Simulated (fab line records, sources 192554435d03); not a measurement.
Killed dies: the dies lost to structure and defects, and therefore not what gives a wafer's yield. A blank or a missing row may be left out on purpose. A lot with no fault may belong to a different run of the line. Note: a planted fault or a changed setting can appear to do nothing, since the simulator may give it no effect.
Lot-split experiment -- flow n5_finfet -- 39 wafers read across 7 lots, on a route 1938 steps long

== THE SPLIT ITSELF ==
At N5_BEOL_M9_PECVD_70 (deposits SiO2 from TEOS/O2, target thk 20 nm, time 22.7 s), the setting time_s was moved away from the recipe's 22.7 s on 18 of the 39 wafers read, by -46.4% to +45.6%. All remaining wafers had this setting at the recipe value.

The reading comes from the split's own step.

== THE READING ==
SiO2_of_BEOL_M9_PECVD_70.thk_nm (the simulator's own value, which no gauge read), in nm, at N5_BEOL_M9_PECVD_70 (deposits SiO2 from TEOS/O2, target thk 20 nm, time 22.7 s). No usual value for it is given in the file. Across the 21 wafers here that went through the recipe, the average is 20.2 nm and the standard deviation 0.3 nm.

wafer,"tool, chamber at the split","time_s as run, s",against the recipe,"SiO2_of_BEOL_M9_PECVD_70.thk_nm, nm",against lot-mates on the recipe
L075.1,"pecvd-02, 0,1",22.7,recipe,20,-
L075.2,"pecvd-02, 0,1",22.7,recipe,20,-
L075.3,"pecvd-02, 2",18.7,-17.6%,16.4,-3.7
L075.4,"pecvd-02, 2",18.7,-17.6%,16.6,-3.5
L075.5,"pecvd-02, 0",18.7,-17.6%,17,-3.1
L075.6,"pecvd-02, 1",22.7,recipe,20.2,-
L077.1,"pecvd-02, 0",18,-20.7%,16.4,-4.0
L077.2,"pecvd-02, 1",18,-20.7%,16.2,-4.2
L077.3,"pecvd-02, 2",18,-20.7%,15.8,-4.6
L077.4,"pecvd-02, 2",22.7,recipe,20,-
L077.5,"pecvd-02, 0",22.7,recipe,20.8,-
L077.6,"pecvd-02, 1",22.7,recipe,20.4,-
L081.1,"pecvd-03, 1",22.7,recipe,19.8,-
L081.2,"pecvd-03, 0,2",27.06,+19.2%,23.8,+3.6
L081.3,"pecvd-03, 0,2",27.06,+19.2%,23.8,+3.6
L081.4,"pecvd-03, 0,2",22.7,recipe,20.4,-
L081.6,"pecvd-03, 0,2",22.7,recipe,20.4,-
L081.5,"pecvd-03, 1",27.06,+19.2%,24,+3.8
L082.1,"pecvd-01, 0,2",22.7,recipe,19.8,-
L082.3,"pecvd-01, 0,2",22.7,recipe,19.8,-
L082.5,"pecvd-01, 2",22.7,recipe,20.4,-
L091.1,"pecvd-01, 0,2",31.56,+39.0%,27.8,+7.4
L091.3,"pecvd-01, 0,2",31.56,+39.0%,27.8,+7.4
L091.2,"pecvd-01, 1",22.7,recipe,20.2,-
L091.4,"pecvd-01, 2",22.7,recipe,20.4,-
L091.5,"pecvd-01, 1",31.56,+39.0%,28.4,+8.0
L091.6,"pecvd-01, 0",22.7,recipe,20.6,-
L095.1,"pecvd-01, 1",33.06,+45.6%,28.6,+8.4
L095.2,"pecvd-01, 1",33.06,+45.6%,29.4,+9.2
L095.3,"pecvd-01, 1",33.06,+45.6%,29.2,+9.0
L095.4,"pecvd-01, 1",22.7,recipe,20.2,-
L095.5,"pecvd-01, 1",22.7,recipe,20.2,-
L095.6,"pecvd-01, 1",22.7,recipe,20.2,-
L094.1,"pecvd-01, 0",12.16,-46.4%,11,-9.5
L094.2,"pecvd-01, 1",22.7,recipe,20,-
L094.3,"pecvd-01, 1",12.16,-46.4%,11.6,-8.9
L094.4,"pecvd-01, 0",22.7,recipe,20.6,-
L094.5,"pecvd-01, 1",22.7,recipe,20.8,-
L094.6,"pecvd-01, 0",12.16,-46.4%,11.2,-9.3
When a row names more than one chamber, that row covers several wafers, and the file does not tell which wafer ran in which chamber.

FIT RESULTS
A straight line over all 39 wafers: SiO2_of_BEOL_M9_PECVD_70.thk_nm changes by +0.195 nm for each +1% of time_s; r = +1.00; the points scatter about the line by 0.29 nm.
The same after taking each lot's own level away (the mean of its wafers on the recipe; 39 wafers): +0.196 nm for each +1%; r = +1.00; scatter 0.26 nm.
That fit puts the effect of the largest move of time_s on the reading at 9.1 nm.
Across the lots, their own levels run from 20.00 to 20.47 nm, a range of 1.6 times the standard deviation given above.
So the lot-to-lot level changes the slope little: the two slopes agree.
Check: -9.1 nm against its lot-mates is what the line predicts for one of the wafers moved furthest among these (-46.4%) when that wafer is left out of the fit. It came out at -9.47 nm against them.

== OTHER SPLITS ON THESE WAFERS ==
Other splits were also applied to these wafers ahead of the reading. Each is held against what the fit with the lots' levels taken away leaves over:
other split on the same wafers,wafers away from the commonest value,r with SiO2_of_BEOL_M9_PECVD_70.thk_nm (lot level and that fit taken away)
N5_GATE_CUT_HM_DEP_46 time_s,9,-0.29
N5_MOL_CONTACT_COAG_ALD_133 ald_cycles,12,+0.05
N5_BEOL_M0_CUTY_DESCUM_61 time_s,12,+0.01
N5_BEOL_M8_ETCH_66 target_depth_a,12,+0.29

== THE FILE'S OWN FIT ==
SiO2_of_BEOL_M9_PECVD_70.thk_nm changes by +0.196 nm for each +1% of time_s, r = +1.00.
